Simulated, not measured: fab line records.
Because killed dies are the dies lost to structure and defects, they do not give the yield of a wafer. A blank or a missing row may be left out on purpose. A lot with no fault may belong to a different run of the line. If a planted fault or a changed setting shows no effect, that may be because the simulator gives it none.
The tool behind it: which one? | flow n5 finfet | 26 wafers from 10 lots sampled at 6 of the route's 1938 steps

WHAT EACH GAUGE READ, for each wafer
N5_BEOL_M0_SAQP_OVL_MEAS_41. Usual: M0_CUT1_OVL -0.6 nm, standard deviation 0.74.
lot  | measured     | on         | M0_CUT1_OVL (nm) | flag
L520 | day 5 16:10  | overlay-02 | -0.8 -2.0 -0.3   |
L522 | day 6 12:05  | overlay-01 | -1.5 -1.5 -0.9   |
L523 | day 6 14:23  | overlay-02 | -0.1 -0.8        |
L524 | day 7 00:32  | overlay-01 | -1.2 -0.9 -0.1   |
L530 | day 8 06:12  | overlay-02 | 0.8 0.8 0.1      |
L535 | day 9 14:10  | overlay-01 | -1.0 -1.3        |
L536 | day 9 20:49  | overlay-01 | 1.0 0.3          |
L537 | day 10 02:38 | overlay-02 | 0.4 -1.5         |
L541 | day 10 23:14 | overlay-01 | -1.1 -0.5 -1.1   |
L543 | day 11 07:34 | overlay-01 | -0.1 -1.3 -1.1   |

N5_BEOL_M0_CUTY_CD_MEAS_57: the cd target is 200 nm. Usual: cd nm 200.0 nm, standard deviation 0.98.
lot  | measured     | on        | cd nm (nm)        | flag
L520 | day 5 18:07  | cd sem-01 | 199.1 198.8 197.9 |
L522 | day 6 13:38  | cd sem-01 | 201.8 200.0 199.8 |
L523 | day 6 15:52  | cd sem-01 | 202.0 200.9       |
L524 | day 7 01:52  | cd sem-03 | 199.7 200.3 200.7 |
L530 | day 8 07:37  | cd sem-01 | 200.8 201.3 200.3 |
L535 | day 9 15:27  | cd sem-02 | 176.3 200.0       | OFF
L536 | day 9 22:08  | cd sem-03 | 176.6 200.3       | OFF
L537 | day 10 04:04 | cd sem-02 | 177.6 177.0       | OFF
L541 | day 11 00:43 | cd sem-01 | 200.3 199.9 199.9 |
L543 | day 11 08:58 | cd sem-01 | 198.1 198.6 199.0 |

N5_BEOL_M4_RC_MEAS_101. Usual: DIBL_N 35.9 mV/V, standard deviation 1.6; DIBL_P 35.6 mV/V, standard deviation 2.1; IOFF_N 0.149 nA/um, standard deviation 0.029; IOFF_P 0.20 nA/um, standard deviation 0.033; ION_N 671 uA/um, standard deviation 11; ION_P 460 uA/um, standard deviation 7.3; SS_N 71.4 mV/dec, standard deviation 0.62; SS_P 73.2 mV/dec, standard deviation 0.65; VT_N 251 mV, standard deviation 3.1; VT_P -251 mV, standard deviation 3.4.
lot  | measured     | on        | DIBL_N (mV/V)  | DIBL_P (mV/V)  | IOFF_N (nA/um)    | IOFF_P (nA/um) | ION_N (uA/um) | ION_P (uA/um) | SS_N (mV/dec)  | SS_P (mV/dec)  | VT_N (mV)   | VT_P (mV)      | flag
L520 | day 7 21:37  | prober-02 | 35.4 34.5 34.0 | 33.8 34.4 34.4 | 0.133 0.124 0.116 | 0.15 0.15 0.16 | 662 656 655   | 445 451 453   | 70.8 70.5 69.8 | 72.5 72.7 72.6 | 251 254 254 | -258 -256 -257 |
L522 | day 8 12:00  | prober-01 | 34.8 35.9 33.8 | 36.8 38.6 35.6 | 0.153 0.169 0.124 | 0.19 0.20 0.17 | 687 676 654   | 462 455 454   | 71.7 72.1 71.4 | 73.5 73.4 72.9 | 252 252 260 | -255 -253 -256 |
L523 | day 8 14:39  | prober-02 | 35.5 34.7      | 36.8 35.0      | 0.138 0.136       | 0.18 0.16      | 668 668       | 454 452       | 71.2 71.5      | 73.5 72.3      | 251 253     | -256 -256      |
L524 | day 9 00:58  | prober-02 | 34.9 32.3 33.7 | 35.5 33.0 34.1 | 0.133 0.114 0.122 | 0.19 0.16 0.18 | 665 669 667   | 451 456 464   | 71.9 70.5 70.7 | 72.9 73.0 72.4 | 252 254 252 | -251 -253 -254 |
L530 | day 10 14:43 | prober-01 | 36.8 38.7 37.9 | 37.4 39.8 38.5 | 0.169 0.216 0.199 | 0.20 0.25 0.23 | 676 690 692   | 460 467 472   | 71.2 72.4 71.8 | 72.9 74.5 74.5 | 247 246 245 | -252 -249 -250 |
L535 | day 11 17:20 | prober-01 | 37.1 37.1      | 35.7 36.3      | 0.152 0.158       | 0.18 0.19      | 673 670       | 462 464       | 71.7 72.0      | 73.0 73.3      | 252 250     | -253 -253      |
L536 | day 11 17:46 | prober-02 | 36.0 37.8      | 33.6 36.3      | 0.126 0.148       | 0.16 0.20      | 662 673       | 457 454       | 71.7 71.1      | 72.8 73.7      | 252 251     | -255 -251      |
L537 | day 12 09:48 | prober-02 | 37.3 36.2      | 38.0 35.3      | 0.163 0.141       | 0.23 0.18      | 665 656       | 458 450       | 72.7 71.8      | 73.9 73.1      | 250 253     | -251 -257      |
L541 | day 13 00:59 | prober-02 | 36.6 35.3 35.5 | 35.6 35.2 34.1 | 0.183 0.175 0.161 | 0.23 0.23 0.20 | 677 686 670   | 466 469 457   | 72.1 71.3 72.1 | 73.3 73.8 73.5 | 245 245 248 | -249 -248 -251 |
L543 | day 13 15:45 | prober-02 | 34.6 34.9 35.7 | 34.7 33.6 34.8 | 0.133 0.135 0.154 | 0.19 0.16 0.19 | 665 679 681   | 458 461 459   | 71.8 71.3 71.5 | 72.8 72.4 73.6 | 251 252 250 | -251 -253 -249 |

WHICH TOOL RAN EACH LOT (tool, then ch and the chambers of the sampled wafers, then the start)
lot  | N5_BEOL_M0_SAQP_SPACER2_ALD_26    | N5_BEOL_M0_CUTY_EXPOSE_54          | N5_BEOL_M0_ETCH_138
L520 | ald sin-01 ch 2,3, day 5 14:55    | arfi scanner-02 ch 0, day 5 18:01  | rie diel-06 ch 2,3, day 5 18:25
L522 | ald sin-01 ch 0,1,3, day 6 11:00  | arfi scanner-02 ch 0, day 6 13:31  | rie diel-02 ch 0,1,2, day 6 13:56
L523 | ald sin-01 ch 0,3, day 6 13:10    | arfi scanner-01 ch 0, day 6 15:44  | rie diel-02 ch 0,2, day 6 16:17
L524 | ald sin-03 ch 1,2, day 6 23:08    | arfi scanner-01 ch 0, day 7 01:44  | rie diel-02 ch 0,1,3, day 7 02:09
L530 | ald sin-01 ch 0,2, day 8 04:59    | arfi scanner-03 ch 0, day 8 07:30  | rie diel-02 ch 2,3, day 8 08:17
L535 | ald sin-01 ch 1,3, day 9 13:03    | arfi scanner-01 ch 0, day 9 15:19  | rie diel-05 ch 0,2, day 9 15:44
L536 | ald sin-04 ch 1,3, day 9 19:35    | arfi scanner-01 ch 0, day 9 22:01  | rie diel-02 ch 2,3, day 9 22:38
L537 | ald sin-04 ch 0,3, day 10 01:22   | arfi scanner-01 ch 0, day 10 03:57 | rie diel-06 ch 1,2, day 10 04:22
L541 | ald sin-04 ch 0,2, day 10 22:01   | arfi scanner-02 ch 0, day 11 00:36 | rie diel-02 ch 0,2, day 11 01:01
L543 | ald sin-01 ch 0,1,2, day 11 06:21 | arfi scanner-02 ch 0, day 11 08:50 | rie diel-05 ch 1,2,3, day 11 09:25
- N5_BEOL_M0_SAQP_SPACER2_ALD_26: deposits SiO2, target thk 15 nm, pulse time 1 s, purge time 2 s.
- N5_BEOL_M0_CUTY_EXPOSE_54: exposes mask M0 ABLK.
- N5_BEOL_M0_ETCH_138: etches SiCN in CH3F/O2, target depth 12 nm, time 31.6 s.

WHAT THE TOOLS THEMSELVES READ (means of the sampled wafers that have a number; where no wafer has one, the mark that the record gives instead)
N5_BEOL_M0_SAQP_SPACER2_ALD_26. Usual: heater power w 457 W, standard deviation 39; precursor pulse height rel 0.999, standard deviation 0.019; susceptor temp C 299.99 C, standard deviation 0.18.
lot  | tool       | heater power w (W) | precursor pulse height rel | susceptor temp C (C) | flag
L520 | ald sin-01 | 443                | 1.002                      | 300.09               |
L522 | ald sin-01 | 461                | 0.993                      | 299.75               |
L523 | ald sin-01 | 468                | 1.002                      | 299.79               |
L524 | ald sin-03 | 403                | 1.008                      | 300.10               |
L530 | ald sin-01 | 435                | 0.995                      | 300.11               |
L535 | ald sin-01 | 468                | 1.008                      | 300.13               |
L536 | ald sin-04 | 454                | 1.006                      | 300.08               |
L537 | ald sin-04 | 446                | 1.004                      | 299.88               |
L541 | ald sin-04 | 483                | 1.005                      | 299.79               |
L543 | ald sin-01 | 440                | 0.986                      | 299.95               |

N5_BEOL_M0_ETCH_138. Usual: drypump motor current A is 5.9 A with standard deviation 0.48, etch rf on time s is 29.0 s with standard deviation 0.85, mfc ar sccm is 150.0 sccm with standard deviation 0.47, oes product au is 0.65 a.u. with standard deviation 0.05, rf vpp V is 297.8 V with standard deviation 1.3, showerhead plenum p Torr is 2.03 Torr with standard deviation 0.043, and throttle valve pct is 16.43 % with standard deviation 0.23.
lot  | tool        | drypump motor current A (A) | etch rf on time s (s) | mfc ar sccm (sccm) | oes product au (a.u.) | rf vpp V (V) | showerhead plenum p Torr (Torr) | throttle valve pct (%) | flag
L520 | rie diel-06 | 5.6                         | 29.5                  | 150.0              | 0.71                  | 297.9        | 2.03                            | 16.36                  |
L522 | rie diel-02 | 6.0                         | 29.5                  | 149.8              | 0.66                  | 297.7        | 2.03                            | 16.40                  |
L523 | rie diel-02 | 5.8                         | 29.7                  | 150.9              | 0.69                  | 298.8        | 2.06                            | 16.51                  |
L524 | rie diel-02 | 6.2                         | 28.1                  | 150.6              | 0.67                  | 297.1        | 2.03                            | 16.33                  |
L530 | rie diel-02 | 5.6                         | 30.2                  | 149.9              | 0.64                  | 297.7        | 2.01                            | 16.67                  |
L535 | rie diel-05 | 5.2                         | 28.5                  | 149.7              | 0.65                  | 297.4        | 2.04                            | 16.36                  |
L536 | rie diel-02 | 5.5                         | 28.4                  | 149.6              | 0.62                  | 298.0        | 2.00                            | 16.73                  |
L537 | rie diel-06 | 5.6                         | 28.6                  | 150.6              | 0.62                  | 298.6        | 2.03                            | 16.36                  |
L541 | rie diel-02 | 5.6                         | 28.9                  | 150.4              | 0.63                  | 298.0        | 2.03                            | 16.66                  |
L543 | rie diel-05 | 5.5                         | 29.6                  | 149.8              | 0.66                  | 298.9        | 2.06                            | 16.24                  |

THE ANSWER, worked out from the rows above alone
Rule: a lot counts as off when the mean over its wafers that have a number is more than 3 standard deviations away from the usual mean. A lot without any number at a reading at which 4 lots or more have one is off too. The other lots that the step has rows for count as sound. Order of review: gauges by route order, followed by the tools' own readings, for which a lot's mean as printed above is used. At the first step where some lot is off, the reading lying furthest off is the one used; lots without a number count as furthest.
Off: L535, L536, L537, at N5_BEOL_M0_CUTY_CD_MEAS_57 (cd nm).
If a tool, at a process step before that reading, ran all the lots that are off and no sound lot after the first of them, it fits. Those tools and the gauges at N5_BEOL_M0_CUTY_CD_MEAS_57 are tried in the same way. One fits: N5_BEOL_M0_CUTY_EXPOSE_54 on arfi scanner-01. Its last sound lot is L524 (day 7 01:44), its first lot that is off L535 (day 9 15:19): a fault that began between those two fits.

WHAT THE SIMULATOR PUT IN
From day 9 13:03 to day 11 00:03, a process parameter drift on arfi scanner-01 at N5_BEOL_M0_CUTY_EXPOSE_54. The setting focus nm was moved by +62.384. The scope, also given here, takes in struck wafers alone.
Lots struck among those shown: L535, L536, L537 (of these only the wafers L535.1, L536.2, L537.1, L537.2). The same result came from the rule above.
